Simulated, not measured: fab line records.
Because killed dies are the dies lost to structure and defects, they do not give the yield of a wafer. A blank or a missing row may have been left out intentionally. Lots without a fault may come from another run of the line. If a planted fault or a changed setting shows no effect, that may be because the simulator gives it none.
Lot-split experiment -- flow n5Finfet -- 7 lots, 21 wafers read, on a route of 1938 steps

## ON THE SPLIT
At N5_BEOL_M9_ETCH_62 (etches SOC in N2/H2, target depth 110 nm, overetch 22 nm, time 165 s), the setting sourceW was moved away from the recipe's 840 W on 7 of the 21 wafers read, by -14.8% to +12.7%. All remaining wafers had this setting at the recipe value.

The reading comes from the split's own step.

## THE READING
rfVppV, in V, at N5_BEOL_M9_ETCH_62 (etches SOC in N2/H2, target depth 110 nm, overetch 22 nm, time 165 s). Typical for fault-free wafers on this fab line: 524.2 V, with standard deviation 2.1 V.

wafer,"tool, chamber at the split","sourceW as run, W",against the recipe,"rfVppV, V",against lot-mates on the recipe
L078.1,"rieDiel-02, 2",946.9,+12.7%,505.5,-17.2
L078.2,"rieDiel-02, 3",840,recipe,522.7,-
L078.4,"rieDiel-02, 1",946.9,+12.7%,498.8,-23.9
L077.1,"rieDiel-01, 2",840,recipe,524.1,-
L077.3,"rieDiel-01, 0",715.8,-14.8%,555.8,+31.3
L077.4,"rieDiel-01, 2",840,recipe,524.8,-
L079.1,"rieDiel-02, 2",840,recipe,525.3,-
L079.2,"rieDiel-02, 1",840,recipe,520.4,-
L079.6,"rieDiel-02, 3",791.8,-5.7%,533.0,+10.2
L082.2,"rieDiel-01, 2",840,recipe,524.9,-
L082.4,"rieDiel-01, 1",840,recipe,522.7,-
L082.5,"rieDiel-01, 0",840,recipe,525.8,-
L083.1,"rieDiel-03, 0",774.9,-7.8%,540.4,+16.8
L083.2,"rieDiel-03, 3",774.9,-7.8%,542.5,+18.9
L083.6,"rieDiel-03, 1",840,recipe,523.6,-
L087.1,"rieDiel-01, 1",840,recipe,522.3,-
L087.2,"rieDiel-01, 2",840,recipe,524.0,-
L087.4,"rieDiel-01, 3",840,recipe,521.4,-
L089.1,"rieDiel-01, 1",940,+11.9%,502.4,-21.3
L089.2,"rieDiel-01, 2",840,recipe,524.6,-
L089.4,"rieDiel-01, 3",840,recipe,522.7,-

FIT RESULTS
A straight line over all 21 wafers: rfVppV changes by -1.92 V for each +1% of sourceW; r = -0.98; the points scatter about the line by 2.3 V.
The same after taking each lot's own level away (the mean of its wafers on the recipe; 21 wafers): -1.88 V for each +1%; r = -0.98; scatter 2.2 V.
Per that fit: largest sourceW move, reading shift of 28 V.
Across the lots, their own levels run from 522.57 to 524.47 V, a range of 0.9 times the standard deviation given above.
Hence the lot-to-lot level has little effect on the slope; both slopes agree.
Check: +27.4 V against its lot-mates is what the line predicts for one of the wafers moved furthest among these (-14.8%) when that wafer is left out of the fit. It came out at +31.3 V against them.
Tool readings at the split's step, against how far the setting was moved: rfVppV r = -0.98.

## ADDITIONAL SPLITS CARRIED BY THESE WAFERS
Before the reading, these wafers also passed through other splits. Each is held against what the fit with the lots' levels taken away leaves over:
other split on the same wafers,wafers away from the commonest value,r with rfVppV (lot level and that fit taken away)
N5_BEOL_M8_EXPOSE_25 doseMj,7,-0.13

## THE FILE'S OWN FIT
rfVppV changes by -1.91 V for each +1% of sourceW, r = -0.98.
